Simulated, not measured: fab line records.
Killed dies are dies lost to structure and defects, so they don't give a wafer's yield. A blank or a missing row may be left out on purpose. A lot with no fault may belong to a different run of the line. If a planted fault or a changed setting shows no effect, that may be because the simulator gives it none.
Matching of chambers / flow nand harc / rie diel-13 running NHARC_A_STAIRCASE_DESCUM_168: 4 sister chambers
The step chemistry O2, time 3 s. 8 wafers are shown with their chamber, then 7 later ones without.

## EACH WAFER AND ITS CHAMBER
wafer=L076.4; chamber=1; drypump motor current A (A)=5.6; showerhead plenum p Torr (Torr)=1.85
wafer=L078.1; chamber=0; drypump motor current A (A)=5.4; showerhead plenum p Torr (Torr)=2.07
wafer=L078.3; chamber=2; drypump motor current A (A)=6.3; showerhead plenum p Torr (Torr)=1.97
wafer=L079.1; chamber=1; drypump motor current A (A)=5.6; showerhead plenum p Torr (Torr)=1.85
wafer=L079.3; chamber=2; drypump motor current A (A)=6.2; showerhead plenum p Torr (Torr)=1.97
wafer=L079.4; chamber=3; drypump motor current A (A)=6.3; showerhead plenum p Torr (Torr)=1.98
wafer=L084.2; chamber=3; drypump motor current A (A)=6.3; showerhead plenum p Torr (Torr)=1.98
wafer=L084.4; chamber=0; drypump motor current A (A)=5.4; showerhead plenum p Torr (Torr)=2.06

## WAFERS WITH NO CHAMBER GIVEN
wafer=L084.6; drypump motor current A (A)=5.6; showerhead plenum p Torr (Torr)=1.84
wafer=L091.3; drypump motor current A (A)=5.4; showerhead plenum p Torr (Torr)=2.05
wafer=L091.4; drypump motor current A (A)=6.2; showerhead plenum p Torr (Torr)=1.96
wafer=L091.6; drypump motor current A (A)=6.2; showerhead plenum p Torr (Torr)=1.97
wafer=L097.1; drypump motor current A (A)=6.2; showerhead plenum p Torr (Torr)=1.95
wafer=L097.2; drypump motor current A (A)=5.4; showerhead plenum p Torr (Torr)=2.05
wafer=L097.5; drypump motor current A (A)=5.4; showerhead plenum p Torr (Torr)=2.05

## EACH ONE'S CHAMBER
wafer=L084.6; from the rows above=1; in truth=1
wafer=L091.3; from the rows above=0; in truth=0
wafer=L091.4; from the rows above=2; in truth=2
wafer=L091.6; from the rows above=2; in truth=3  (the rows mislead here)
wafer=L097.1; from the rows above=2; in truth=2
wafer=L097.2; from the rows above=0; in truth=0
wafer=L097.5; from the rows above=0; in truth=0
Placed correctly: 6 of 7. Can't be placed from these rows: 0. 1 placed wrongly.
How it was worked out, from the rows above alone: a wafer's distance from a chamber is the root of the sum, over the readings, of the square of ((its reading less the chamber's mean) divided by the reading's scatter). If the next closest chamber is less than 2 further off than the closest, the wafer can't be placed; otherwise it belongs to the closest. For every chamber, the mean is computed from those of its wafers that are shown. The scatter: take each reading less its chamber's mean, square it, sum over the shown wafers, divide by the number of wafers less the number of chambers, and take the root.
